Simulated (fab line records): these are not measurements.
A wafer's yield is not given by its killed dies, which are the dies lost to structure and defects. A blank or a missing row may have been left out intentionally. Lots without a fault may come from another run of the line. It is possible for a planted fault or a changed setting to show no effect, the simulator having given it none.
fab line records    flow nand-harc    part 1 of 2: steps 1 to 40 of 41
record lots=7  wafers=21  last-day=31
route steps=1302 shown P_M1@287 P_M2@318 END@1302
lots with no fault: from the same line, run without faults
start-h: the number of hours between the record's first day and the start of the first shown wafer of the lot    wait-h: time in hours since the lot's previous step    " as in the row above    L1.1+2: a row that stands for several wafers    - no value, or no start given    * or withheld: withheld    < > ~ a bound
route shown NAME@n: a module of which the file shows steps, and the number in the route of the first    usual: average and standard deviation across the fault-free wafers    same: alike in all rows    chamber/n: place in a boat    sites: each site's reading    _std_site: the standard deviation of these    _edge_site: outer sites' mean less inner sites'    radius-mm: how far each site lies from the wafer's centre    mask NAME#n: copy n    behind: the tool/chamber that last shaped the wafer    hold: why the lot went on hold/how many hours it stayed there/how the hold came to an end    device: which transistor (n, p or np) failed to switch    end of line: the route-end tests of the same wafers    a step with no rows: only its recipe    killed: the dies lost at the first sort to structure and to defects; this is not the yield of the wafer    map: the dies of a wafer, with x for killed, . for not killed, _ for no die there
set.NAME: the run value of the setting; set.NAME@STEP: its run value at that earlier step    model.NAME: the simulator's own value behind a step, which no gauge read
certain route steps with their lots: each step a table, each wafer a row
services: from which hour (start-h, from the record's first day; less than 0 if before it) a tool's chamber was out of use, for how many hours, and why
## steps
# step NHARC_P_M1_HMDS_02
# recipe time-s=30
# step NHARC_P_M1_COAT_34
# recipe temp-c=200  time-s=65
# step NHARC_P_M1_COAT_03
# recipe spin-rpm=1500  resist-thk-nm=90
# step NHARC_P_M1_SOFTBAKE_04
# recipe temp-c=105  time-s=55
# step NHARC_P_M1_EBR_05
# step NHARC_P_M1_EXPOSE_06
# recipe na=1.35  target-cd-nm=130  dose-mj=81.88  mask-id=P_M1
# step NHARC_P_M1_PEB_07
# recipe peb-temp-c=100  peb-time-s=65
# step NHARC_P_M1_DEVELOP_08
# recipe develop-time-s=35  dev-temp-c=23
# step NHARC_P_M1_CD_MEAS_09
# recipe target-cd-nm=130  landing-energy-ev=500
# usual cd-nm=130.0/0.66
lot.wafer  tool       chamber  start-h  wait-h  cd-nm
L169.2     cd-sem-03  0        128.29   -       130.1
L169.4     "          0        "        "       130.4
L169.6     "          0        "        "       129.0
L170.2     cd-sem-01  0        131.19   -       129.8
L170.5     "          0        "        "       129.6
L170.6     "          0        "        "       129.9
L172.1     cd-sem-01  0        159.85   -       130.6
L172.2     "          0        "        "       130.1
L172.4     "          0        "        "       130.5
L173.1     cd-sem-01  0        164.97   -       129.7
L173.2     "          0        "        "       130.7
L173.5     "          0        "        "       130.1
L186.2     cd-sem-03  0        294.75   -       129.7
L186.3     "          0        "        "       129.2
L186.5     "          0        "        "       128.9
L187.1     cd-sem-01  0        303.50   -       130.1
L187.2     "          0        "        "       130.7
L187.6     "          0        "        "       130.1
L188.1     cd-sem-01  0        316.97   -       130.0
L188.5     "          0        "        "       129.7
L188.6     "          0        "        "       130.0
# step NHARC_P_M1_OVL_MEAS_10
# recipe pitch-nm=260
# usual overlay-x-nm=0.1/1  overlay-y-nm=-0.1/0.7
lot.wafer  tool        chamber  start-h  wait-h  overlay-x-nm  overlay-y-nm
L169.2     overlay-01  -        128.38   -       -2.6          -0.6
L169.4     "           -        "        "       -2.3          -0.1
L169.6     "           -        "        "       -1.9          -1.0
L170.2     overlay-01  -        131.28   -       1.6           0.6
L170.5     "           -        "        "       0.9           -0.2
L170.6     "           -        "        "       0.5           0.0
L172.1     overlay-02  -        159.94   -       -1.0          -1.2
L172.2     "           -        "        "       -1.1          -1.8
L172.4     "           -        "        "       -0.8          -1.3
L173.1     overlay-02  -        165.06   -       -1.2          -0.5
L173.2     "           -        "        "       -1.4          -0.5
L173.5     "           -        "        "       -1.5          -0.8
L186.2     overlay-01  -        294.83   -       -1.1          1.1
L186.3     "           -        "        "       -0.5          0.9
L186.5     "           -        "        "       -0.9          -0.1
L187.1     overlay-02  -        303.59   -       0.5           -0.1
L187.2     "           -        "        "       0.6           -0.4
L187.6     "           -        "        "       0.6           -0.5
L188.1     overlay-02  -        317.06   -       -0.3          0.1
L188.5     "           -        "        "       -0.7          -0.1
L188.6     "           -        "        "       -0.4          0.2
# step NHARC_P_M1_INSPECT_11
# usual raw-defect-count=4.6/2.4
lot.wafer  tool               chamber  start-h  wait-h  raw-defect-count
L169.2     defect-inspect-02  -        128.41   0.0     2
L169.4     "                  -        "        "       6
L169.6     "                  -        "        "       6
L170.2     defect-inspect-01  -        131.31   0.0     2
L170.5     "                  -        "        "       11
L170.6     "                  -        "        "       5
L172.1     defect-inspect-02  -        159.98   0.0     9
L172.2     "                  -        "        "       4
L172.4     "                  -        "        "       4
L173.1     defect-inspect-02  -        165.10   0.0     3
L173.2     "                  -        "        "       4
L173.5     "                  -        "        "       7
L186.2     defect-inspect-01  -        294.87   0.0     8
L186.3     "                  -        "        "       5
L186.5     "                  -        "        "       4
L187.1     defect-inspect-01  -        303.63   0.0     4
L187.2     "                  -        "        "       2
L187.6     "                  -        "        "       5
L188.1     defect-inspect-02  -        317.10   0.0     4
L188.5     "                  -        "        "       6
L188.6     "                  -        "        "       10
# step NHARC_P_M1_DESCUM_14
# recipe time-s=3  o2-flow-sccm=200  ar-flow-sccm=0  bias-power-w=0  chemistry=O2
# usual drypump-motor-current-A=5.5/0.35  oes-product-au=0.999/0.0091  rf-vpp-V=57.6/0.91  showerhead-plenum-p-Torr=1.89/0.084  throttle-valve-pct=11.312/0.0091
# same bias-power-w=0
lot.wafer  tool         chamber  start-h  wait-h  drypump-motor-current-A  oes-product-au  rf-hours-counter-h  rf-vpp-V  showerhead-plenum-p-Torr  throttle-valve-pct
L169.2     rie-diel-12  1        128.48   0.1     6.7                      1.007           7                   59.0      2.00                      11.304
L169.4     "            2        "        "       5.3                      1.017           7                   57.9      1.85                      11.331
L169.6     "            0        "        "       5.8                      0.993           -                   57.0      1.80                      11.296
L170.2     rie-diel-10  2        131.40   0.1     5.8                      0.998           5                   56.9      1.96                      11.305
L170.6     "            3        "        "       5.6                      0.998           -                   58.3      1.78                      11.299
L170.5     "            0        "        "       5.6                      0.996           -                   58.2      1.88                      11.311
L172.4     rie-diel-09  0        160.05   0.1     5.3                      0.999           1                   58.0      1.79                      11.311
L172.1     "            1        "        "       5.4                      1.002           1                   58.7      1.95                      11.311
L172.2     "            2        "        "       5.9                      0.994           1                   56.9      1.93                      11.299
L173.1     rie-diel-10  3        165.16   0.1     5.7                      1.003           7                   57.2      1.78                      11.301
L173.2     "            2        "        "       5.8                      0.994           7                   58.1      1.95                      11.315
L173.5     "            3        "        "       5.7                      1.004           -                   57.7      1.78                      11.320
L186.2     rie-diel-09  1        294.94   0.1     5.4                      1.007           10                  58.1      1.95                      11.303
L186.3     "            2        "        "       5.9                      0.999           10                  57.4      1.92                      11.321
L186.5     "            1        "        "       5.4                      1.009           -                   57.3      1.95                      11.333
L187.1     rie-diel-09  2        303.69   0.1     5.9                      1.001           11                  56.9      1.92                      11.308
L187.2     "            0        "        "       5.4                      0.996           11                  58.1      1.79                      11.310
L187.6     "            2        "        "       5.9                      0.989           -                   57.0      1.92                      11.306
L188.1     rie-diel-09  3        317.16   0.1     5.1                      0.992           12                  56.8      1.85                      11.319
L188.6     "            3        "        "       5.0                      0.985           -                   58.3      1.85                      11.319
L188.5     "            0        "        "       5.3                      1.002           -                   56.5      1.79                      11.318
# step NHARC_P_M1_ETCH_35
# recipe target-depth-a=400  overetch-a=120  time-s=43.94  ion-energy-ev=200  n2-flow-sccm=150  h2-flow-sccm=150  ar-flow-sccm=0  rf-w=400  bias-w=150  chemistry=N2/H2
# usual drypump-motor-current-A=5.5/0.34  oes-product-au=0.998/0.0097  rf-vpp-V=430.1/2.6  showerhead-plenum-p-Torr=2.02/0.092  throttle-valve-pct=14.171/0.0093
lot.wafer  tool         chamber  start-h  wait-h  drypump-motor-current-A  oes-product-au  rf-hours-counter-h  rf-vpp-V  showerhead-plenum-p-Torr  throttle-valve-pct
L169.4     rie-diel-12  1        128.57   0.1     6.7                      0.995           7                   433.2     2.14                      14.168
L169.2     "            2        "        "       5.3                      1.002           7                   429.5     1.97                      14.179
L169.6     "            3        "        "       5.9                      1.006           -                   434.4     2.16                      14.172
L170.2     rie-diel-10  0        131.46   0.1     5.7                      1.001           4                   431.7     2.00                      14.176
L170.5     "            0        "        "       5.7                      0.996           -                   429.9     2.00                      14.181
L170.6     "            1        "        "       5.3                      1.017           -                   434.4     2.18                      14.169
L172.4     rie-diel-09  0        160.12   0.1     5.3                      0.992           1                   427.5     1.91                      14.176
L172.1     "            1        "        "       5.4                      1.000           1                   432.1     2.08                      14.157
L172.2     "            3        "        "       5.0                      0.977           1                   429.3     1.98                      14.183
L173.1     rie-diel-10  0        165.26   0.1     5.7                      0.987           7                   428.5     2.00                      14.171
L173.2     "            1        "        "       5.3                      1.004           8                   433.2     2.18                      14.168
L173.5     "            3        "        "       5.6                      1.009           -                   427.6     1.89                      14.167
L186.2     rie-diel-09  0        295.02   0.1     5.3                      1.002           10                  426.0     1.90                      14.169
L186.3     "            1        "        "       5.4                      1.000           10                  433.3     2.08                      14.176
L186.5     "            0        "        "       5.4                      0.996           -                   426.1     1.90                      14.176
L187.1     rie-diel-09  0        303.80   0.1     5.4                      1.000           11                  427.1     1.90                      14.179
L187.2     "            1        "        "       5.4                      1.003           11                  430.7     2.08                      14.187
L187.6     "            0        "        "       5.3                      0.999           -                   427.1     1.90                      14.162
L188.1     rie-diel-09  1        317.26   0.1     5.4                      1.007           12                  430.4     2.07                      14.164
L188.6     "            3        "        "       5.1                      0.980           -                   429.1     1.97                      14.166
L188.5     "            0        "        "       5.3                      1.006           -                   427.1     1.90                      14.168
# step NHARC_P_M1_ETCH_15
# recipe target-depth-a=1825  time-s=91.2  c4f8-flow-sccm=withheld  ar-flow-sccm=400  rf-w=600  bias-w=300  chemistry=C4F8/Ar
# usual oes-product-au=0.957/0.021  rf-vpp-V=440.2/2.6
lot.wafer  tool         chamber  start-h  wait-h  oes-product-au  rf-hours-counter-h  rf-vpp-V
L169.4     rie-diel-12  0        -        -       0.953           6                   437.2
L169.2     "            1        "        "       0.957           7                   443.1
L169.6     "            2        "        "       0.963           -                   437.9
L170.2     rie-diel-10  0        -        -       0.962           4                   438.5
L170.5     "            3        "        "       0.967           -                   435.7
L170.6     "            0        "        "       0.957           -                   439.9
L172.1     rie-diel-09  3        -        -       0.946           1                   440.2
L172.4     "            0        "        "       0.970           2                   436.7
L172.2     "            1        "        "       0.966           1                   440.8
L173.2     rie-diel-10  2        -        -       0.969           8                   443.0
L173.1     "            3        "        "       0.968           7                   436.4
L173.5     "            1        "        "       0.987           -                   445.0
L186.2     rie-diel-09  2        -        -       0.965           10                  442.3
L186.3     "            0        "        "       0.949           10                  437.8
L186.5     "            2        "        "       0.973           -                   442.4
L187.2     rie-diel-09  2        -        -       0.943           11                  440.9
L187.1     "            3        "        "       0.924           11                  439.9
L187.6     "            3        "        "       0.920           -                   438.4
L188.1     rie-diel-09  0        -        -       0.963           12                  438.7
L188.5     "            2        "        "       0.977           -                   443.2
L188.6     "            3        "        "       0.945           -                   438.9
# step NHARC_P_M1_CD_MEAS_16
# usual cd-nm=130.2/0.82
lot.wafer  tool       chamber  start-h  wait-h  cd-nm
L169.2     cd-sem-03  -        128.78   -       129.2
L169.4     "          -        "        "       130.7
L169.6     "          -        "        "       129.6
L170.2     cd-sem-02  -        131.68   -       131.0
L170.5     "          -        "        "       129.8
L170.6     "          -        "        "       131.0
L172.1     cd-sem-03  -        160.34   -       131.0
L172.2     "          -        "        "       129.5
L172.4     "          -        "        "       130.9
L173.1     cd-sem-02  -        165.46   -       130.7
L173.2     "          -        "        "       131.2
L173.5     "          -        "        "       129.9
L186.2     cd-sem-03  -        295.24   -       130.0
L186.3     "          -        "        "       130.0
L186.5     "          -        "        "       129.1
L187.1     cd-sem-02  -        304.02   -       130.4
L187.2     "          -        "        "       130.3
L187.6     "          -        "        "       130.0
L188.1     cd-sem-03  -        317.46   -       130.1
L188.5     "          -        "        "       129.2
L188.6     "          -        "        "       129.4
# step NHARC_P_M1_STRIP_18
# recipe power-w=1000  n2-flow-sccm=150  h2-flow-sccm=150  ar-flow-sccm=0  bias-w=0  chemistry=N2/H2
# usual drypump-motor-current-A=5.6/0.36  oes-product-au=0.999/0.0098  rf-vpp-V=90.5/0.98  showerhead-plenum-p-Torr=2.02/0.092  throttle-valve-pct=14.172/0.0088
lot.wafer  tool         chamber  start-h  wait-h  drypump-motor-current-A  oes-product-au  rf-hours-counter-h  rf-vpp-V  showerhead-plenum-p-Torr  throttle-valve-pct
L169.2     rie-diel-10  3        128.85   0.1     5.6                      0.997           4                   89.2      1.89                      14.166
L169.4     "            2        "        "       5.8                      0.997           5                   93.4      2.09                      14.171
L169.6     "            3        "        "       5.6                      1.010           -                   91.5      1.89                      14.171
L170.2     rie-diel-09  2        131.79   0.1     5.9                      0.986           9                   91.1      2.06                      14.161
L170.6     "            2        "        "       5.9                      0.988           -                   90.2      2.06                      14.178
L170.5     "            0        "        "       5.3                      1.009           -                   90.2      1.91                      14.174
L172.4     rie-diel-10  0        160.42   0.1     5.7                      0.996           7                   90.0      2.00                      14.161
L172.2     "            1        "        "       5.3                      1.003           7                   91.9      2.18                      14.160
L172.1     "            3        "        "       5.6                      0.995           7                   90.1      1.89                      14.176
L173.2     rie-diel-10  2        165.54   0.1     5.8                      1.000           8                   90.9      2.08                      14.176
L173.1     "            3        "        "       5.7                      0.997           7                   89.3      1.89                      14.178
L173.5     "            3        "        "       5.7                      1.011           -                   89.7      1.89                      14.164
L186.2     rie-diel-10  0        295.31   0.1     5.7                      0.980           3                   90.9      2.00                      14.174
L186.3     "            1        "        "       5.3                      1.002           2                   89.9      2.18                      14.167
L186.5     "            0        "        "       5.7                      0.980           -                   91.2      2.00                      14.172
L187.2     rie-diel-09  0        304.12   0.1     5.3                      0.993           11                  89.1      1.90                      14.165
L187.1     "            1        "        "       5.4                      1.009           11                  89.6      2.08                      14.173
L187.6     "            0        "        "       5.3                      0.993           -                   90.4      1.90                      14.159
L188.1     rie-diel-10  1        317.62   0.1     5.3                      1.011           5                   91.1      2.18                      14.177
L188.5     "            2        "        "       5.8                      1.002           -                   89.3      2.08                      14.168
L188.6     "            3        "        "       5.6                      1.021           -                   88.8      1.89                      14.164
# step NHARC_P_M1_ETCH_28
# recipe target-depth-a=300  over-etch-frac=0.3  time-s=72.99  ion-energy-ev=150  cf4-flow-sccm=50  n2-flow-sccm=100  ar-flow-sccm=150  rf-w=300  bias-w=100  chemistry=CF4/N2
# step NHARC_P_M1_STRIP_19
# recipe time-s=600  temp-c=30  chemistry=post-etch-residue-remover
# step NHARC_P_M1_DEGAS_29
# recipe temp-c=250  time-s=60
# step NHARC_P_M1_PRE_CLEAN_30
# recipe time-s=30  temp-c=280  gas=H2/He
# step NHARC_P_M1_PVD_20
# recipe target-thk-a=50  bias-v=168.6  power-w=15000  chamber-pressure-pa=0.12  time-s=8.06  substrate-temp-c=50  material=TaN
# step NHARC_P_M1_PVD_21
# recipe target-thk-a=300  chamber-pressure-pa=5  power-w=5000  substrate-temp-c=30  time-s=20.49  material=Cu
# step NHARC_P_M1_ECD_22
# recipe target-thk-a=4000  bath-temp-c=25  material=Cu
# step NHARC_P_M1_ANNEAL_31
# recipe temp-c=225  time-s=90
# usual wafer_temp_C_max=226.02/0.24
lot.wafer  tool           chamber  start-h  wait-h  wafer_temp_C_max
L169.2     rtp-anneal-01  0        130.28   0.3     226.32
L169.4     "              0        "        "       225.99
L169.6     "              0        "        "       225.98
L170.2     rtp-anneal-02  0        133.30   0.4     225.95
L170.5     "              0        "        "       226.15
L170.6     "              0        "        "       226.13
L172.1     rtp-anneal-02  0        161.80   -       225.76
L172.2     "              0        "        "       225.58
L172.4     "              0        "        "       225.43
L173.1     rtp-anneal-02  0        167.05   -       225.92
L173.2     "              0        "        "       225.99
L173.5     "              0        "        "       226.13
L186.2     rtp-anneal-02  0        296.74   0.4     226.37
L186.3     "              0        "        "       226.09
L186.5     "              0        "        "       225.99
L187.1     rtp-anneal-01  0        305.46   -       226.41
L187.2     "              0        "        "       226.07
L187.6     "              0        "        "       226.28
L188.1     rtp-anneal-01  0        318.93   -       226.12
L188.5     "              0        "        "       225.87
L188.6     "              0        "        "       225.93
# step NHARC_P_M1_CMP_23
# recipe t-overpolish-s=20  target-thk-nm=157.82
# step NHARC_P_M1_THK_MEAS_24
# recipe thk-meas-gauge=xrf
# usual thk-nm=157.7/1.7
lot.wafer  tool           chamber  start-h  wait-h  thk-nm
L169.2     film-metro-01  -        130.88   -       159.1
L169.4     "              -        "        "       156.6
L169.6     "              -        "        "       158.8
L170.2     film-metro-01  -        134.17   -       156.7
L170.5     "              -        "        "       158.0
L170.6     "              -        "        "       160.2
L172.1     film-metro-01  -        162.46   -       158.0
L172.2     "              -        "        "       159.2
L172.4     "              -        "        "       155.8
L173.1     film-metro-01  -        167.70   -       159.6
L173.2     "              -        "        "       158.6
L173.5     "              -        "        "       156.6
L186.2     film-metro-02  -        297.35   -       156.7
L186.3     "              -        "        "       159.0
L186.5     "              -        "        "       157.3
L187.1     film-metro-02  -        306.12   -       158.9
L187.2     "              -        "        "       156.9
L187.6     "              -        "        "       161.5
L188.1     film-metro-02  -        319.59   -       159.0
L188.5     "              -        "        "       157.5
L188.6     "              -        "        "       159.8
# step NHARC_P_M1_SRD_25
# step NHARC_P_M1_PRE_CLEAN_32
# recipe time-s=12  temp-c=370  rf-power-w=300  gas=NH3
# usual heater-power-w=663/110
lot.wafer  tool      chamber  start-h  wait-h  heater-power-w
L169.2     pecvd-03  1        131.12   0.1     631
L169.6     "         0        "        "       664
L169.4     "         1        "        "       618
L170.2     pecvd-04  0        134.42   0.1     592
L170.6     "         1        "        "       607
L170.5     "         0        "        "       602
L172.1     pecvd-03  1        162.68   0.1     636
L172.2     "         0        "        "       718
L172.4     "         0        "        "       733
L173.2     pecvd-04  2        167.93   0.1     819
L173.1     "         0        "        "       544
L173.5     "         2        "        "       821
L186.3     pecvd-01  1        297.57   0.1     815
L186.2     "         2        "        "       585
L186.5     "         2        "        "       608
L187.1     pecvd-01  1        306.35   0.1     800
L187.2     "         1        "        "       807
L187.6     "         1        "        "       809
L188.1     pecvd-04  2        319.84   0.1     860
L188.6     "         0        "        "       536
L188.5     "         1        "        "       670
# step NHARC_P_M1_DEP_33
# recipe target-thk-a=300  temp-c=370  target-thk-nm=30  pressure-torr=3  flow-sccm=200  rf-w=450  material=SiCN
# step NHARC_P_M2_DEP_00
# recipe target-thk-a=1825  target-thk-nm=182.5  temp-c=withheld  pressure-torr=5  flow-sccm=200  rf-w=600  material=SiOC
# step NHARC_P_M2_DEHYDRATE_01
# recipe temp-c=150  time-s=120
# step NHARC_P_M2_HMDS_02
# recipe time-s=30
# step NHARC_P_M2_COAT_34
# recipe temp-c=200  time-s=65
# step NHARC_P_M2_COAT_03
# recipe spin-rpm=1500  resist-thk-nm=90
# step NHARC_P_M2_SOFTBAKE_04
# recipe temp-c=105  time-s=55
# step NHARC_P_M2_EBR_05
# step NHARC_P_M2_EXPOSE_06
# recipe na=1.35  target-cd-nm=170  dose-mj=80.78  mask-id=P_M2
# step NHARC_P_M2_PEB_07
# recipe peb-temp-c=100  peb-time-s=65
# step NHARC_P_M2_DEVELOP_08
# recipe develop-time-s=35  dev-temp-c=23
# step NHARC_P_M2_CD_MEAS_09
# recipe target-cd-nm=170  landing-energy-ev=500
# usual cd-nm=170.0/0.56
lot.wafer  tool       chamber  start-h  wait-h  cd-nm
L169.2     cd-sem-01  0        132.43   -       169.0
L169.4     "          0        "        "       169.8
L169.6     "          0        "        "       169.2
L170.2     cd-sem-01  0        135.60   -       169.9
L170.5     "          0        "        "       170.1
L170.6     "          0        "        "       170.4
L172.1     cd-sem-02  0        163.88   -       169.9
L172.2     "          0        "        "       169.8
L172.4     "          0        "        "       169.1
L173.1     cd-sem-01  0        169.11   -       170.6
L173.2     "          0        "        "       169.7
L173.5     "          0        "        "       170.2
L186.2     cd-sem-03  0        298.90   -       169.9
L186.3     "          0        "        "       169.4
L186.5     "          0        "        "       169.8
L187.1     cd-sem-01  0        308.89   -       169.6
L187.2     "          0        "        "       169.7
L187.6     "          0        "        "       171.1
L188.1     cd-sem-03  0        321.14   -       170.1
L188.5     "          0        "        "       169.8
L188.6     "          0        "        "       169.6
